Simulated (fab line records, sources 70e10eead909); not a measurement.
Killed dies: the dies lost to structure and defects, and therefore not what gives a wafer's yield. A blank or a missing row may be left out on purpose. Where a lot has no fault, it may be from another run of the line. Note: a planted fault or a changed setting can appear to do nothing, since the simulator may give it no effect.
fab line records ; flow nand_harc
record lots=14; wafers=42; last_day=33
route steps=1302 shown A_CHANNEL_FILL_D1@493 A_ONON_D2@551
lots with no fault: from the same line, run without faults
start_h: the number of hours between the record's first day and the start of the first shown wafer of the lot ; wait_h: how many hours have passed since the lot's step before this one ; " as in the row above ; L1.1+2: several wafers, shown together as one row ; - no value present, or no start provided ; * or withheld: withheld ; < > ~ a bound
route shown NAME@n: names a module that has steps shown in the file, with the first one's number in the route ; usual: mean and standard deviation over wafers with no fault ; same: alike in all rows ; chamber/n: place in a boat ; sites: readings site by site ; _std_site: the values' standard deviation ; _edge_site: mean of outer sites minus mean of inner sites ; radius_mm: for every site, how far away it sits from the centre of the wafer ; mask NAME#n: copy n ; behind: tool/chamber where the wafer was last shaped ; hold: why the lot went on hold/how many hours it stayed there/how the hold came to an end ; device: transistor that didn't switch, given as n, p or np ; end of line: at the end of the route, the tests of the same wafers ; a step given without rows: its recipe and nothing more ; killed: dies lost to structure and defects at the first sort, not the wafer's yield ; map: a wafer's dies, marking killed ones x, the rest . and places with no die _
set.NAME: the run value of the setting; set.NAME@STEP: its run value at that earlier step ; model.NAME: the simulator's own value behind a step, which no gauge read
route steps across a sampled set of lots; one table per step, one row per wafer
services: from which hour (start_h, from the record's first day; less than 0 if before it) a tool's chamber was out of use, for how many hours, and why
## steps
# step NHARC_A_CHANNEL_FILL_D1_ALD_03
# recipe target_thk_a=60; pulse_time_s=60; ald_cycles=58; temp_c=630; pressure_torr=2; material=SiNx
# usual precursor_pulse_height_rel=1.000/0.022
# same pulse_time_s=60
lot.wafer;tool;chamber;start_h;wait_h;precursor_pulse_height_rel
L714.2;ald_sin_batch-03;0;-;-;0.995
L714.4;ald_sin_batch-03;0;-;-;0.982
L714.6;ald_sin_batch-03;0;-;-;1.002
L715.1;ald_sin_batch-01;0;-;-;0.978
L715.5;ald_sin_batch-01;0;-;-;1.058
L715.6;ald_sin_batch-01;0;-;-;0.969
L716.1;ald_sin_batch-01;0;-;-;0.991
L716.2;ald_sin_batch-01;0;-;-;0.977
L716.3;ald_sin_batch-01;0;-;-;1.034
L717.2;ald_sin_batch-03;0;-;-;0.982
L717.3;ald_sin_batch-03;0;-;-;0.992
L717.4;ald_sin_batch-03;0;-;-;0.976
L718.1;ald_sin_batch-02;0;-;-;1.021
L718.2;ald_sin_batch-02;0;-;-;1.012
L718.6;ald_sin_batch-02;0;-;-;0.980
L720.1;ald_sin_batch-03;0;-;-;0.996
L720.2;ald_sin_batch-03;0;-;-;1.007
L720.4;ald_sin_batch-03;0;-;-;0.985
L723.2;ald_sin_batch-01;0;-;-;0.994
L723.3;ald_sin_batch-01;0;-;-;0.996
L723.4;ald_sin_batch-01;0;-;-;1.000
L728.4;ald_sin_batch-01;0;-;-;1.000
L728.5;ald_sin_batch-01;0;-;-;1.019
L728.6;ald_sin_batch-01;0;-;-;0.977
L731.1;ald_sin_batch-01;0;-;-;1.025
L731.4;ald_sin_batch-01;0;-;-;1.005
L731.5;ald_sin_batch-01;0;-;-;1.014
L733.2;ald_sin_batch-01;0;-;-;1.030
L733.4;ald_sin_batch-01;0;-;-;1.022
L733.6;ald_sin_batch-01;0;-;-;0.971
L734.1;ald_sin_batch-01;0;-;-;0.994
L734.5;ald_sin_batch-01;0;-;-;0.991
L734.6;ald_sin_batch-01;0;-;-;0.988
L735.1;ald_sin_batch-02;0;-;-;1.031
L735.4;ald_sin_batch-02;0;-;-;1.001
L735.6;ald_sin_batch-02;0;-;-;0.964
L736.1;ald_sin_batch-01;0;-;-;0.998
L736.5;ald_sin_batch-01;0;-;-;0.975
L736.6;ald_sin_batch-01;0;-;-;1.021
L737.2;ald_sin_batch-03;0;-;-;1.034
L737.4;ald_sin_batch-03;0;-;-;1.004
L737.6;ald_sin_batch-03;0;-;-;0.950
# step NHARC_A_ONON_D2_DEP_09
# recipe target_thk_a=10000; n2_flow_sccm=2750; n2o_flow_sccm=2000; nh3_flow_sccm=500; sih4_flow_sccm=210; temp_c=400
# usual n2_flow_sccm=2751/7.9; n2o_flow_sccm=2000/5.5
lot.wafer;tool;chamber;start_h;wait_h;n2_flow_sccm;n2o_flow_sccm
L714.2;pecvd_onon-02;0;283.28;0.1;2748;2005
L714.4;pecvd_onon-02;0;283.28;0.1;2750;1999
L714.6;pecvd_onon-02;0;283.28;0.1;2754;1998
L716.1;pecvd_onon-04;0;288.66;0.1;2757;2003
L716.2;pecvd_onon-04;0;288.66;0.1;2756;1998
L716.3;pecvd_onon-04;0;288.66;0.1;2737;2001
L715.1;pecvd_onon-02;0;288.68;0.1;2754;2009
L715.5;pecvd_onon-02;0;288.68;0.1;2742;1993
L715.6;pecvd_onon-02;0;288.68;0.1;2734;2000
L717.2;pecvd_onon-02;0;303.36;0.1;2756;1989
L717.3;pecvd_onon-02;0;303.36;0.1;2753;1996
L717.4;pecvd_onon-02;0;303.36;0.1;2758;2001
L718.1;pecvd_onon-02;0;323.21;0.1;2752;2000
L718.2;pecvd_onon-02;0;323.21;0.1;2757;2001
L718.6;pecvd_onon-02;0;323.21;0.1;2763;2000
L720.1;pecvd_onon-04;0;333.43;0.1;2753;1997
L720.2;pecvd_onon-04;0;333.43;0.1;2752;2007
L720.4;pecvd_onon-04;0;333.43;0.1;2747;2004
L723.2;pecvd_onon-01;0;367.91;0.1;2766;1999
L723.3;pecvd_onon-01;0;367.91;0.1;2755;2004
L723.4;pecvd_onon-01;0;367.91;0.1;2753;2002
L728.4;pecvd_onon-04;0;430.23;0.2;2733;1995
L728.5;pecvd_onon-04;0;430.23;0.2;2732;1999
L728.6;pecvd_onon-04;0;430.23;0.2;2727;1996
L731.1;pecvd_onon-04;0;447.37;0.1;2756;1993
L731.4;pecvd_onon-04;0;447.37;0.1;2756;2005
L731.5;pecvd_onon-04;0;447.37;0.1;2753;2010
L733.2;pecvd_onon-04;0;468.23;0.1;2748;1998
L733.4;pecvd_onon-04;0;468.23;0.1;2744;2000
L733.6;pecvd_onon-04;0;468.23;0.1;2751;2006
L734.1;pecvd_onon-02;0;473.79;0.1;2743;2003
L734.5;pecvd_onon-02;0;473.79;0.1;2750;1997
L734.6;pecvd_onon-02;0;473.79;0.1;2756;1999
L735.1;pecvd_onon-02;0;480.46;0.1;2756;2004
L735.4;pecvd_onon-02;0;480.46;0.1;2759;2001
L735.6;pecvd_onon-02;0;480.46;0.1;2746;2011
L736.1;pecvd_onon-01;0;494.85;0.1;2750;2004
L736.5;pecvd_onon-01;0;494.85;0.1;2753;2003
L736.6;pecvd_onon-01;0;494.85;0.1;2750;2004
L737.2;pecvd_onon-02;0;507.49;0.1;2754;2002
L737.4;pecvd_onon-02;0;507.49;0.1;2758;1999
L737.6;pecvd_onon-02;0;507.49;0.1;2754;1993
# step NHARC_A_ONON_D2_THK_MEAS_11
# recipe thk_meas_gauge=ellipsometry
# usual thk_nm=997/8.9
lot.wafer;tool;chamber;start_h;wait_h;thk_nm
L714.2;film_metro-02;-;283.73;-;998
L714.4;film_metro-02;-;283.73;-;1000
L714.6;film_metro-02;-;283.73;-;999
L716.1;film_metro-02;-;289.18;-;1002
L716.2;film_metro-02;-;289.18;-;1003
L716.3;film_metro-02;-;289.18;-;1003
L715.1;film_metro-01;-;289.19;-;997
L715.5;film_metro-01;-;289.19;-;996
L715.6;film_metro-01;-;289.19;-;999
L717.2;film_metro-01;-;303.82;-;983
L717.3;film_metro-01;-;303.82;-;984
L717.4;film_metro-01;-;303.82;-;984
L718.1;film_metro-01;-;323.73;-;1006
L718.2;film_metro-01;-;323.73;-;1004
L718.6;film_metro-01;-;323.73;-;1005
L720.1;film_metro-02;-;333.93;-;1010
L720.2;film_metro-02;-;333.93;-;1011
L720.4;film_metro-02;-;333.93;-;1010
L723.2;film_metro-02;-;368.36;-;1012
L723.3;film_metro-02;-;368.36;-;1010
L723.4;film_metro-02;-;368.36;-;1013
L728.4;film_metro-01;-;430.57;-;998
L728.5;film_metro-01;-;430.57;-;999
L728.6;film_metro-01;-;430.57;-;999
L731.1;film_metro-01;-;447.88;-;982
L731.4;film_metro-01;-;447.88;-;1499
L731.5;film_metro-01;-;447.88;-;984
L733.2;film_metro-01;-;468.71;-;1513
L733.4;film_metro-01;-;468.71;-;1516
L733.6;film_metro-01;-;468.71;-;1001
L734.1;film_metro-02;-;474.30;-;1003
L734.5;film_metro-02;-;474.30;-;1006
L734.6;film_metro-02;-;474.30;-;1004
L735.1;film_metro-02;-;480.97;-;995
L735.4;film_metro-02;-;480.97;-;995
L735.6;film_metro-02;-;480.97;-;996
L736.1;film_metro-01;-;495.36;-;980
L736.5;film_metro-01;-;495.36;-;981
L736.6;film_metro-01;-;495.36;-;981
L737.2;film_metro-02;-;507.94;-;1004
L737.4;film_metro-02;-;507.94;-;1004
L737.6;film_metro-02;-;507.94;-;1004
## services
tool;chamber;start_h;hours;kind
pecvd_onon-02;-;185.00;13.0;pm
pecvd_onon-01;-;243.53;11.3;repair
ald_sin_batch-02;-;266.00;26.0;pm
pecvd_onon-01;-;269.00;13.0;pm
pecvd_onon-04;-;311.00;13.0;pm
pecvd_onon-02;-;366.00;13.0;pm
pecvd_onon-01;-;400.54;5.6;repair
pecvd_onon-01;-;450.00;13.0;pm
ald_sin_batch-01;-;465.72;6.9;repair
pecvd_onon-04;-;492.00;13.0;pm
ald_sin_batch-01;-;507.57;26.0;pm
## key
first_sign step=NHARC_A_ONON_D2_THK_MEAS_11; reading=thk_nm; direction=up; sigmas=57; usual=997; struck=1510
effect none on later readings
met_at NHARC_A_ONON_D2_DEP_09
struck_lots L731,L733
struck_wafers L731.4,L733.2,L733.4
later_rows_left_out L731.4,L733.2,L733.4
sort_left_out L731.4,L733.2,L733.4
tester_left_out L731,L733
not_acting_at NHARC_A_CHANNEL_FILL_D1_ALD_03
onset_between 430.23 447.37
fault kind=process_parameter_drift; tool=pecvd_onon-04; chamber=-; onset_h=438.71; steps=NHARC_A_ONON_D2_DEP_09; channel=target_thk_a; offset=*; shape=step; end_h=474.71; scope=struck_wafers_only; acts_in=*; stated=*
# tester_left_out: of these lots the tester's yield and bins aren't shown, on N5 and GAA mostly nor the transistor test; their killed dies are dies lost to structure and defects alone, not to doping, threshold or leakage, so they don't give the yield
# sort_left_out: the simulated sort isn't trusted on such a fault, so these wafers' sort isn't shown, and their yield isn't known
# later_rows_left_out: the simulator's readings of these wafers behind a module that went badly wrong aren't trusted and aren't shown, but for the sort
